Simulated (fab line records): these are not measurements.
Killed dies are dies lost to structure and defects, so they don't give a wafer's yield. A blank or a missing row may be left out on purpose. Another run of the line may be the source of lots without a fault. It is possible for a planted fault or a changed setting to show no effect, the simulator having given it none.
Which tool did it? -- flow n5_finfet -- 10 lots with 30 wafers sampled at 5 steps, on a route of 1938 steps

WHAT EACH GAUGE READ, for each wafer
N5_BEOL_M10_INSPECT_58: inspects for defects (darkfield). Usual: raw_defect_count at 65, with a standard deviation of 22.
lot,measured,on,raw_defect_count,flag
L526,day 10 11:37,defect_inspect-01,61 74 66,
L527,day 11 04:10,defect_inspect-01,70 46 64,
L531,day 11 18:11,defect_inspect-02,54 61 60,
L530,day 11 23:40,defect_inspect-01,80 90 57,
L537,day 13 20:21,defect_inspect-02,46 43 81,
L540,day 14 17:42,defect_inspect-02,81 53 83,
L543,day 15 00:56,defect_inspect-02,83 42 53,
L544,day 15 07:43,defect_inspect-02,39 37 43,
L545,day 16 00:08,defect_inspect-02,106 85 115,
L547,day 16 13:06,defect_inspect-02,44 57 87,

WHAT TOOL EACH LOT RAN ON (gives the tool, then ch and the chambers of the sampled wafers, and finally the start)
lot,N5_BEOL_M10_ALD_74,N5_BEOL_M10_SURFACE_TREAT_76,N5_BEOL_M10_SPUTTER_48,N5_BEOL_M10_CMP_52
L526,"ald_metal-02 ch 0,1, day 10 10:05","pvd_sputter-02, day 10 10:24","pvd_sputter-01, day 10 10:35","cmp-02 ch 0,1,2, day 10 11:11"
L527,"ald_metal-02 ch 0,1,2, day 11 02:22","pvd_sputter-03, day 11 02:40","pvd_sputter-01, day 11 02:50","cmp-02 ch 1,2,3, day 11 03:47"
L531,"ald_metal-02 ch 0,1,2, day 11 16:32","pvd_sputter-03, day 11 16:52","pvd_sputter-03, day 11 17:09","cmp-02 ch 0,1,2, day 11 17:43"
L530,"ald_metal-01 ch 0,1,3, day 11 21:59","pvd_sputter-03, day 11 22:23","pvd_sputter-03, day 11 22:37","cmp-03 ch 1,2, day 11 23:12"
L537,"ald_metal-04 ch 0,2, day 13 18:22","pvd_sputter-03, day 13 18:41","pvd_sputter-03, day 13 19:11","cmp-03 ch 0,1,3, day 13 19:54"
L540,"ald_metal-02 ch 0,1, day 14 15:53","pvd_sputter-03, day 14 16:14","pvd_sputter-03, day 14 16:33","cmp-01 ch 0,2,3, day 14 17:17"
L543,"ald_metal-02 ch 0,2,3, day 14 22:00","pvd_sputter-02, day 14 22:17","pvd_sputter-03, day 14 23:55","cmp-03 ch 0,2,3, day 15 00:31"
L544,"ald_metal-04 ch 1,3, day 15 06:12","pvd_sputter-03, day 15 06:29","pvd_sputter-03, day 15 06:41","cmp-02 ch 1,2, day 15 07:13"
L545,"ald_metal-02 ch 1,2,3, day 15 19:40","pvd_sputter-02, day 15 21:17","pvd_sputter-02, day 15 23:10","cmp-03 ch 0,1, day 15 23:41"
L547,"ald_metal-02 ch 0,2, day 16 11:13","pvd_sputter-03, day 16 11:31","pvd_sputter-03, day 16 12:07","cmp-03 ch 2,3, day 16 12:39"
- N5_BEOL_M10_ALD_74: deposits TaN, target thk 2 nm, pulse time 2 s, purge time 3 s.
- N5_BEOL_M10_SURFACE_TREAT_76
- N5_BEOL_M10_SPUTTER_48: material Cu, target thk 12 nm, time 2 s.
- N5_BEOL_M10_CMP_52: polishes, stops on SiCOH lowk, t overpolish 7 s, target thk 140 nm.

WHAT THE TOOLS THEMSELVES READ (means of the sampled wafers that have a number; where no wafer has one, the mark that the record gives instead)
N5_BEOL_M10_ALD_74. Usual: heater_power_w 401 W, standard deviation 36; susceptor_temp_C 275.02 C, standard deviation 0.19.
lot,tool,heater_power_w (W),susceptor_temp_C (C),flag
L526,ald_metal-02,400,275.14,
L527,ald_metal-02,404,274.94,
L531,ald_metal-02,407,275.07,
L530,ald_metal-01,400,274.82,
L537,ald_metal-04,380,275.18,
L540,ald_metal-02,412,274.99,
L543,ald_metal-02,399,275.17,
L544,ald_metal-04,375,274.85,
L545,ald_metal-02,409,275.00,
L547,ald_metal-02,393,275.09,

N5_BEOL_M10_SPUTTER_48. Usual: susceptor_temp_C -20.01 C, standard deviation 0.11; throttle_valve_pct 29.8 %, standard deviation 1.2.
lot,tool,susceptor_temp_C (C),throttle_valve_pct (%),flag
L526,pvd_sputter-01,-19.97,30.5,
L527,pvd_sputter-01,-19.94,30.9,
L531,pvd_sputter-03,-19.92,28.9,
L530,pvd_sputter-03,-20.09,29.7,
L537,pvd_sputter-03,-19.89,29.6,
L540,pvd_sputter-03,-20.05,29.7,
L543,pvd_sputter-03,-20.05,29.5,
L544,pvd_sputter-03,-20.15,29.7,
L545,pvd_sputter-02,-20.13,29.6,
L547,pvd_sputter-03,-19.98,29.6,

N5_BEOL_M10_CMP_52. Usual: barrier_field_endpoint_s 29.2 s, standard deviation 0.73; edge_zone_pressure_frac 0.999, standard deviation 0.0044; motor_current_A 5.9 A, standard deviation 0.48; slurry_flow_ml_min 150.0, standard deviation 0.46.
lot,tool,barrier_field_endpoint_s (s),edge_zone_pressure_frac,motor_current_A (A),slurry_flow_ml_min,flag
L526,cmp-02,30.5,1.001,6.1,149.7,
L527,cmp-02,30.5,0.998,5.9,150.2,
L531,cmp-02,31.3,0.999,6.1,150.3,
L530,cmp-03,30.0,0.998,5.6,150.0,
L537,cmp-03,29.1,1.002,6.0,150.1,
L540,cmp-01,28.1,1.002,5.5,149.4,
L543,cmp-03,28.8,0.998,6.0,150.5,
L544,cmp-02,29.4,0.999,6.2,149.5,
L545,cmp-03,29.0,1.003,5.6,149.8,
L547,cmp-03,29.0,0.999,6.2,150.3,

THE ANSWER, worked out from the rows above alone
Rule: a lot is off if the mean of its wafers that have a number lies more than 3 standard deviations from the usual mean. A lot without any number at a reading at which 4 lots or more have one is off too. Where the step has rows for the other lots, those lots are counted as sound. Order of review: gauges by route order, followed by the tools' own readings, for which a lot's mean as printed above is used. At the first step where some lot is off, the reading lying furthest off is the one used; lots without a number count as furthest.
None of the lots is off at any reading shown; this tells nothing.

WHAT THE SIMULATOR HAD PUT IN
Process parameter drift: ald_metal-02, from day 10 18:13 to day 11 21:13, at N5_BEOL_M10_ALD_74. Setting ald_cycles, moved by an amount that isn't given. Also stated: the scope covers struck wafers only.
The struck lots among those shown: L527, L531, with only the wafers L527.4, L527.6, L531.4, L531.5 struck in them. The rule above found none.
